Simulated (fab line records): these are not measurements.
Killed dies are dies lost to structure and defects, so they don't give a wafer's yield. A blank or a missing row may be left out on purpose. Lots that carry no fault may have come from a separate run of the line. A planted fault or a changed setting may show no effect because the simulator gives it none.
What tool caused it? :: flow n5Finfet :: 14 lots with 42 wafers sampled at 4 steps, on a route of 1938 steps

WHAT THE GAUGES SHOWED, per wafer
The record holds no reading of a measuring or inspecting step that can be judged against a usual standard deviation.

TOOL THAT RAN EACH LOT (tool first, then ch and the chambers of the sampled wafers, then the start)
lot: L916
N5_BEOL_M12_STRIP_63: plasmaAsher-01 ch 0,1, day 10 17:16
N5_BEOL_M12_DEVELOP_27: lithoTrack-05 ch 0, day 10 17:41
N5_BEOL_M12_DESCUM_33: rieDiel-02 ch 0,1,3, day 10 17:55
N5_BEOL_M12_ETCH_68: rieDiel-02 ch 0,1,3, day 10 18:05

lot: L918
N5_BEOL_M12_STRIP_63: plasmaAsher-01 ch 0,1, day 11 09:16
N5_BEOL_M12_DEVELOP_27: lithoTrack-05 ch 0, day 11 09:49
N5_BEOL_M12_DESCUM_33: rieDiel-03 ch 0,2, day 11 11:23
N5_BEOL_M12_ETCH_68: rieDiel-03 ch 0,2, day 11 11:34

lot: L919
N5_BEOL_M12_STRIP_63: plasmaAsher-01 ch 1, day 11 15:15
N5_BEOL_M12_DEVELOP_27: lithoTrack-05 ch 0, day 11 15:48
N5_BEOL_M12_DESCUM_33: rieDiel-02 ch 1,2, day 11 17:17
N5_BEOL_M12_ETCH_68: rieDiel-02 ch 1,2, day 11 17:28

lot: L920
N5_BEOL_M12_STRIP_63: plasmaAsher-02 ch 0,1, day 12 00:49
N5_BEOL_M12_DEVELOP_27: lithoTrack-02 ch 0, day 12 01:17
N5_BEOL_M12_DESCUM_33: rieDiel-03 ch 0,1,3, day 12 01:29
N5_BEOL_M12_ETCH_68: rieDiel-03 ch 0,1,3, day 12 01:40

lot: L921
N5_BEOL_M12_STRIP_63: plasmaAsher-01 ch 0,1, day 12 06:47
N5_BEOL_M12_DEVELOP_27: lithoTrack-05 ch 0, day 12 07:20
N5_BEOL_M12_DESCUM_33: rieDiel-02 ch 0,2, day 12 07:32
N5_BEOL_M12_ETCH_68: rieDiel-02 ch 0,2, day 12 07:43

lot: L923
N5_BEOL_M12_STRIP_63: plasmaAsher-02 ch 0,1, day 12 16:01
N5_BEOL_M12_DEVELOP_27: lithoTrack-02 ch 0, day 12 16:26
N5_BEOL_M12_DESCUM_33: rieDiel-06 ch 2,3, day 12 16:47
N5_BEOL_M12_ETCH_68: rieDiel-06 ch 2,3, day 12 16:58

lot: L922
N5_BEOL_M12_STRIP_63: plasmaAsher-01 ch 0,1, day 12 16:07
N5_BEOL_M12_DEVELOP_27: lithoTrack-05, day 12 16:32
N5_BEOL_M12_DESCUM_33: rieDiel-02 ch 1,2, day 12 16:47
N5_BEOL_M12_ETCH_68: rieDiel-02 ch 1,2, day 12 16:58

lot: L924
N5_BEOL_M12_STRIP_63: plasmaAsher-02 ch 0,1, day 12 18:55
N5_BEOL_M12_DEVELOP_27: lithoTrack-03, day 12 19:28
N5_BEOL_M12_DESCUM_33: rieDiel-02 ch 0,1,2, day 12 19:43
N5_BEOL_M12_ETCH_68: rieDiel-02 ch 0,1,2, day 12 19:53

lot: L932
N5_BEOL_M12_STRIP_63: plasmaAsher-02 ch 0,1, day 14 20:44
N5_BEOL_M12_DEVELOP_27: lithoTrack-03 ch 0, day 14 21:10
N5_BEOL_M12_DESCUM_33: rieDiel-03 ch 1,3, day 14 21:22
N5_BEOL_M12_ETCH_68: rieDiel-03 ch 1,3, day 14 21:33

lot: L933
N5_BEOL_M12_STRIP_63: plasmaAsher-01 ch 0,1, day 15 04:27
N5_BEOL_M12_DEVELOP_27: lithoTrack-02 ch 0, day 15 04:53
N5_BEOL_M12_DESCUM_33: rieDiel-06 ch 0,2, day 15 05:29
N5_BEOL_M12_ETCH_68: rieDiel-06 ch 0,2, day 15 05:41

lot: L934
N5_BEOL_M12_STRIP_63: plasmaAsher-02 ch 0,1, day 15 14:22
N5_BEOL_M12_DEVELOP_27: lithoTrack-03 ch 0, day 15 14:55
N5_BEOL_M12_DESCUM_33: rieDiel-03 ch 0,1,3, day 15 15:22
N5_BEOL_M12_ETCH_68: rieDiel-03 ch 0,1,3, day 15 15:32

lot: L935
N5_BEOL_M12_STRIP_63: plasmaAsher-02 ch 0,1, day 16 03:07
N5_BEOL_M12_DEVELOP_27: lithoTrack-03 ch 0, day 16 03:31
N5_BEOL_M12_DESCUM_33: rieDiel-02 ch 0,3, day 16 03:43
N5_BEOL_M12_ETCH_68: rieDiel-02 ch 0,3, day 16 03:54

lot: L936
N5_BEOL_M12_STRIP_63: plasmaAsher-02 ch 0,1, day 16 06:37
N5_BEOL_M12_DEVELOP_27: lithoTrack-03 ch 0, day 16 07:08
N5_BEOL_M12_DESCUM_33: rieDiel-03 ch 0,3, day 16 07:20
N5_BEOL_M12_ETCH_68: rieDiel-03 ch 0,3, day 16 07:31

lot: L938
N5_BEOL_M12_STRIP_63: plasmaAsher-02 ch 0,1, day 16 15:19
N5_BEOL_M12_DEVELOP_27: lithoTrack-05 ch 0, day 16 15:50
N5_BEOL_M12_DESCUM_33: rieDiel-03 ch 0,1,3, day 16 16:02
N5_BEOL_M12_ETCH_68: rieDiel-03 ch 0,1,3, day 16 16:13
- N5_BEOL_M12_STRIP_63: strips in N2/H2.
- N5_BEOL_M12_DEVELOP_27: develop time 45 s.
- N5_BEOL_M12_DESCUM_33: chemistry O2, time 7.9 s.
- N5_BEOL_M12_ETCH_68: etches SOC in N2/H2, time 285 s.

WHAT THE TOOLS THEMSELVES READ (means of the sampled wafers that have a number; where no wafer has one, the mark that the record gives instead)
N5_BEOL_M12_STRIP_63. Usual: drypumpMotorCurrentA 5.41 A, standard deviation 0.13; heaterPowerW 323 W, standard deviation 34; oesProductAu 0.693 a.u., standard deviation 0.0044; stripTimeToEndpointS 42.3 s, standard deviation 0.76.
lot: L916
tool: plasmaAsher-01
drypumpMotorCurrentA (A): 5.43
heaterPowerW (W): 279
oesProductAu (a.u.): 0.691
stripTimeToEndpointS (s): 42.8
flag: 

lot: L918
tool: plasmaAsher-01
drypumpMotorCurrentA (A): 5.30
heaterPowerW (W): 298
oesProductAu (a.u.): 0.693
stripTimeToEndpointS (s): 42.0
flag: 

lot: L919
tool: plasmaAsher-01
drypumpMotorCurrentA (A): 5.54
heaterPowerW (W): 268
oesProductAu (a.u.): 0.695
stripTimeToEndpointS (s): 42.2
flag: 

lot: L920
tool: plasmaAsher-02
drypumpMotorCurrentA (A): 5.45
heaterPowerW (W): 337
oesProductAu (a.u.): 0.696
stripTimeToEndpointS (s): 42.7
flag: 

lot: L921
tool: plasmaAsher-01
drypumpMotorCurrentA (A): 5.46
heaterPowerW (W): 284
oesProductAu (a.u.): 0.686
stripTimeToEndpointS (s): 41.2
flag: 

lot: L923
tool: plasmaAsher-02
drypumpMotorCurrentA (A): 5.43
heaterPowerW (W): 355
oesProductAu (a.u.): 0.692
stripTimeToEndpointS (s): 43.2
flag: 

lot: L922
tool: plasmaAsher-01
drypumpMotorCurrentA (A): 5.30
heaterPowerW (W): 299
oesProductAu (a.u.): 0.692
stripTimeToEndpointS (s): 42.8
flag: 

lot: L924
tool: plasmaAsher-02
drypumpMotorCurrentA (A): 5.44
heaterPowerW (W): 342
oesProductAu (a.u.): 0.686
stripTimeToEndpointS (s): 42.2
flag: 

lot: L932
tool: plasmaAsher-02
drypumpMotorCurrentA (A): 5.42
heaterPowerW (W): 357
oesProductAu (a.u.): 0.690
stripTimeToEndpointS (s): 42.7
flag: 

lot: L933
tool: plasmaAsher-01
drypumpMotorCurrentA (A): 5.31
heaterPowerW (W): 299
oesProductAu (a.u.): 0.697
stripTimeToEndpointS (s): 43.0
flag: 

lot: L934
tool: plasmaAsher-02
drypumpMotorCurrentA (A): 5.47
heaterPowerW (W): 342
oesProductAu (a.u.): 0.695
stripTimeToEndpointS (s): 41.9
flag: 

lot: L935
tool: plasmaAsher-02
drypumpMotorCurrentA (A): 5.41
heaterPowerW (W): 349
oesProductAu (a.u.): 0.689
stripTimeToEndpointS (s): 41.7
flag: 

lot: L936
tool: plasmaAsher-02
drypumpMotorCurrentA (A): 5.42
heaterPowerW (W): 349
oesProductAu (a.u.): 0.696
stripTimeToEndpointS (s): 41.6
flag: 

lot: L938
tool: plasmaAsher-02
drypumpMotorCurrentA (A): 5.41
heaterPowerW (W): 350
oesProductAu (a.u.): 0.695
stripTimeToEndpointS (s): 42.2
flag: 

N5_BEOL_M12_DEVELOP_27. Usual: chillPlateTempC reads 23.02 C (standard deviation 0.1).
lot: L916
tool: lithoTrack-05
chillPlateTempC (C): 23.12
flag: 

lot: L918
tool: lithoTrack-05
chillPlateTempC (C): 23.11
flag: 

lot: L919
tool: lithoTrack-05
chillPlateTempC (C): 23.03
flag: 

lot: L920
tool: lithoTrack-02
chillPlateTempC (C): 23.04
flag: 

lot: L921
tool: lithoTrack-05
chillPlateTempC (C): 22.87
flag: 

lot: L923
tool: lithoTrack-02
chillPlateTempC (C): 23.01
flag: 

lot: L922
tool: lithoTrack-05
chillPlateTempC (C): -
flag: OFF

lot: L924
tool: lithoTrack-03
chillPlateTempC (C): -
flag: OFF

lot: L932
tool: lithoTrack-03
chillPlateTempC (C): 23.07
flag: 

lot: L933
tool: lithoTrack-02
chillPlateTempC (C): 23.03
flag: 

lot: L934
tool: lithoTrack-03
chillPlateTempC (C): 23.04
flag: 

lot: L935
tool: lithoTrack-03
chillPlateTempC (C): 22.96
flag: 

lot: L936
tool: lithoTrack-03
chillPlateTempC (C): 23.01
flag: 

lot: L938
tool: lithoTrack-05
chillPlateTempC (C): 23.12
flag: 

N5_BEOL_M12_DESCUM_33. Usual: drypumpMotorCurrentA 5.7 A, standard deviation 0.42; oesProductAu 0.82 a.u., standard deviation 0.083; rfVppV 243.4 V, standard deviation 1.4; showerheadPlenumPTorr 2.11 Torr, standard deviation 0.06; throttleValvePct 20.42 %, standard deviation 0.25.
lot: L916
tool: rieDiel-02
drypumpMotorCurrentA (A): 5.5
oesProductAu (a.u.): 0.81
rfVppV (V): 241.7
showerheadPlenumPTorr (Torr): 2.08
throttleValvePct (%): 20.42
flag: 

lot: L918
tool: rieDiel-03
drypumpMotorCurrentA (A): 5.4
oesProductAu (a.u.): 0.91
rfVppV (V): 244.6
showerheadPlenumPTorr (Torr): 2.20
throttleValvePct (%): 20.16
flag: 

lot: L919
tool: rieDiel-02
drypumpMotorCurrentA (A): 5.9
oesProductAu (a.u.): 0.80
rfVppV (V): 242.4
showerheadPlenumPTorr (Torr): 2.06
throttleValvePct (%): 20.57
flag: 

lot: L920
tool: rieDiel-03
drypumpMotorCurrentA (A): 5.9
oesProductAu (a.u.): 0.91
rfVppV (V): 243.7
showerheadPlenumPTorr (Torr): 2.13
throttleValvePct (%): 20.38
flag: 

lot: L921
tool: rieDiel-02
drypumpMotorCurrentA (A): 5.5
oesProductAu (a.u.): 0.85
rfVppV (V): 242.2
showerheadPlenumPTorr (Torr): 2.04
throttleValvePct (%): 20.53
flag: 

lot: L923
tool: rieDiel-06
drypumpMotorCurrentA (A): 5.2
oesProductAu (a.u.): 0.87
rfVppV (V): 244.2
showerheadPlenumPTorr (Torr): 2.14
throttleValvePct (%): 20.14
flag: 

lot: L922
tool: rieDiel-02
drypumpMotorCurrentA (A): 5.9
oesProductAu (a.u.): 0.79
rfVppV (V): 243.0
showerheadPlenumPTorr (Torr): 2.05
throttleValvePct (%): 20.58
flag: 

lot: L924
tool: rieDiel-02
drypumpMotorCurrentA (A): 5.8
oesProductAu (a.u.): 0.80
rfVppV (V): 242.3
showerheadPlenumPTorr (Torr): 2.05
throttleValvePct (%): 20.50
flag: 

lot: L932
tool: rieDiel-03
drypumpMotorCurrentA (A): 6.2
oesProductAu (a.u.): 0.85
rfVppV (V): 242.6
showerheadPlenumPTorr (Torr): 2.07
throttleValvePct (%): 20.62
flag: 

lot: L933
tool: rieDiel-06
drypumpMotorCurrentA (A): 5.5
oesProductAu (a.u.): 0.87
rfVppV (V): 244.0
showerheadPlenumPTorr (Torr): 2.15
throttleValvePct (%): 19.98
flag: 

lot: L934
tool: rieDiel-03
drypumpMotorCurrentA (A): 5.9
oesProductAu (a.u.): 0.85
rfVppV (V): 243.5
showerheadPlenumPTorr (Torr): 2.12
throttleValvePct (%): 20.42
flag: 

lot: L935
tool: rieDiel-02
drypumpMotorCurrentA (A): 5.1
oesProductAu (a.u.): 0.77
rfVppV (V): 242.9
showerheadPlenumPTorr (Torr): 2.08
throttleValvePct (%): 20.49
flag: 

lot: L936
tool: rieDiel-03
drypumpMotorCurrentA (A): 5.9
oesProductAu (a.u.): 0.81
rfVppV (V): 243.5
showerheadPlenumPTorr (Torr): 2.14
throttleValvePct (%): 20.32
flag: 

lot: L938
tool: rieDiel-03
drypumpMotorCurrentA (A): 5.9
oesProductAu (a.u.): 0.84
rfVppV (V): 242.6
showerheadPlenumPTorr (Torr): 2.12
throttleValvePct (%): 20.44
flag: 

N5_BEOL_M12_ETCH_68. Usual: drypumpMotorCurrentA 5.7 A, standard deviation 0.42; oesProductAu 0.82 a.u., standard deviation 0.08; rfVppV 524.5 V, standard deviation 2.5; showerheadPlenumPTorr 2.57 Torr, standard deviation 0.082; throttleValvePct 17.80 %, standard deviation 0.24.
lot: L916
tool: rieDiel-02
drypumpMotorCurrentA (A): 5.5
oesProductAu (a.u.): 0.82
rfVppV (V): 523.8
showerheadPlenumPTorr (Torr): 2.54
throttleValvePct (%): 17.81
flag: 

lot: L918
tool: rieDiel-03
drypumpMotorCurrentA (A): 5.4
oesProductAu (a.u.): 0.91
rfVppV (V): 528.2
showerheadPlenumPTorr (Torr): 2.68
throttleValvePct (%): 17.61
flag: 

lot: L919
tool: rieDiel-02
drypumpMotorCurrentA (A): 5.9
oesProductAu (a.u.): 0.80
rfVppV (V): 522.6
showerheadPlenumPTorr (Torr): 2.49
throttleValvePct (%): 17.88
flag: 

lot: L920
tool: rieDiel-03
drypumpMotorCurrentA (A): 5.9
oesProductAu (a.u.): 0.91
rfVppV (V): 525.8
showerheadPlenumPTorr (Torr): 2.59
throttleValvePct (%): 17.70
flag: 

lot: L921
tool: rieDiel-02
drypumpMotorCurrentA (A): 5.6
oesProductAu (a.u.): 0.84
rfVppV (V): 522.3
showerheadPlenumPTorr (Torr): 2.47
throttleValvePct (%): 17.82
flag: 

lot: L923
tool: rieDiel-06
drypumpMotorCurrentA (A): 5.2
oesProductAu (a.u.): 0.86
rfVppV (V): 526.1
showerheadPlenumPTorr (Torr): 2.62
throttleValvePct (%): 17.59
flag: 

lot: L922
tool: rieDiel-02
drypumpMotorCurrentA (A): 5.9
oesProductAu (a.u.): 0.79
rfVppV (V): 522.2
showerheadPlenumPTorr (Torr): 2.49
throttleValvePct (%): 17.89
flag: 

lot: L924
tool: rieDiel-02
drypumpMotorCurrentA (A): 5.7
oesProductAu (a.u.): 0.80
rfVppV (V): 522.8
showerheadPlenumPTorr (Torr): 2.50
throttleValvePct (%): 17.86
flag: 

lot: L932
tool: rieDiel-03
drypumpMotorCurrentA (A): 6.2
oesProductAu (a.u.): 0.85
rfVppV (V): 523.2
showerheadPlenumPTorr (Torr): 2.52
throttleValvePct (%): 17.95
flag: 

lot: L933
tool: rieDiel-06
drypumpMotorCurrentA (A): 5.5
oesProductAu (a.u.): 0.87
rfVppV (V): 525.7
showerheadPlenumPTorr (Torr): 2.63
throttleValvePct (%): 17.45
flag: 

lot: L934
tool: rieDiel-03
drypumpMotorCurrentA (A): 5.9
oesProductAu (a.u.): 0.84
rfVppV (V): 524.3
showerheadPlenumPTorr (Torr): 2.58
throttleValvePct (%): 17.75
flag: 

lot: L935
tool: rieDiel-02
drypumpMotorCurrentA (A): 5.1
oesProductAu (a.u.): 0.78
rfVppV (V): 524.1
showerheadPlenumPTorr (Torr): 2.52
throttleValvePct (%): 17.84
flag: 

lot: L936
tool: rieDiel-03
drypumpMotorCurrentA (A): 5.9
oesProductAu (a.u.): 0.81
rfVppV (V): 525.5
showerheadPlenumPTorr (Torr): 2.60
throttleValvePct (%): 17.67
flag: 

lot: L938
tool: rieDiel-03
drypumpMotorCurrentA (A): 5.9
oesProductAu (a.u.): 0.84
rfVppV (V): 525.1
showerheadPlenumPTorr (Torr): 2.57
throttleValvePct (%): 17.76
flag: 

THE ANSWER, worked out from the rows above alone
Rule: a lot counts as off when the mean over its wafers that have a number is more than 3 standard deviations away from the usual mean. A lot without any number at a reading at which 4 lots or more have one is off too. Where the step has rows for the other lots, those lots are counted as sound. Order of review: gauges by route order, followed by the tools' own readings, for which a lot's mean as printed above is used. At the first step where some lot is off, the reading lying furthest off is the one used; lots without a number count as furthest.
Off: L922, L924, at N5_BEOL_M12_DEVELOP_27 (chillPlateTempC). Without a number there: L922, L924.
If a tool, at that step or one of the process steps before it, ran each lot that is off and ran no sound lot following the first of them, it fits. None of those tried fits.

WHAT WAS PUT IN BY THE SIMULATOR
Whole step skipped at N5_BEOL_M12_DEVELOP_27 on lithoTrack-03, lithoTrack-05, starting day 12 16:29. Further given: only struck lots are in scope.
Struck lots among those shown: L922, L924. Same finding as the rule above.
